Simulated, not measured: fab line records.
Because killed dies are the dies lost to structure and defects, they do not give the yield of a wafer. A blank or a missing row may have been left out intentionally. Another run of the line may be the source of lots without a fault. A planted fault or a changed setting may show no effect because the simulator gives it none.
Matching of chambers -- flow nand-harc -- NHARC_P_M0_DEP_32 on pecvd-04 has 3 sister chambers
The step deposits SiCN, target thk 30 nm. 6 wafers are shown with their chamber, then 7 later ones without.

== WAFERS PAIRED WITH THEIR CHAMBERS ==
wafer,chamber,heater-power-w (W),heater-power-outer-w (W)
L082.6,0,598,306
L087.4,1,491,275
L087.5,2,615,348
L087.6,0,663,352
L089.1,2,734,414
L089.2,1,509,294

== WAFERS MISSING THEIR CHAMBER ==
wafer,heater-power-w (W),heater-power-outer-w (W)
L089.3,573,291
L095.1,558,314
L095.2,710,401
L095.5,702,413
L097.1,697,413
L097.3,613,341
L097.6,695,394

== THE CHAMBER EACH PASSED THROUGH ==
wafer,from the rows above,in truth
L089.3,can't be placed: 1 or 0 or 2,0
L095.1,can't be placed: 1 or 0 or 2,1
L095.2,can't be placed: 2 or 0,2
L095.5,can't be placed: 2 or 0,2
L097.1,can't be placed: 2 or 0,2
L097.3,can't be placed: 0 or 2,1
L097.6,can't be placed: 2 or 0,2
Correct placement for 0 of the 7. Not placeable from these rows: 7 (in 6, the candidates include the true chamber). Wrongly placed: 0.
How it was worked out, from the rows above alone: a wafer's distance from a chamber is the root of the sum, over the readings, of the square of ((its reading less the chamber's mean) divided by the reading's scatter). The wafer belongs to the nearest chamber; if the next one is less than 2 further off, it can't be placed. For every chamber, the mean is computed from those of its wafers that are shown. The scatter is the square root of a quotient: the sum, over the shown wafers, of each reading's squared deviation from its chamber's mean, divided by wafers minus chambers.
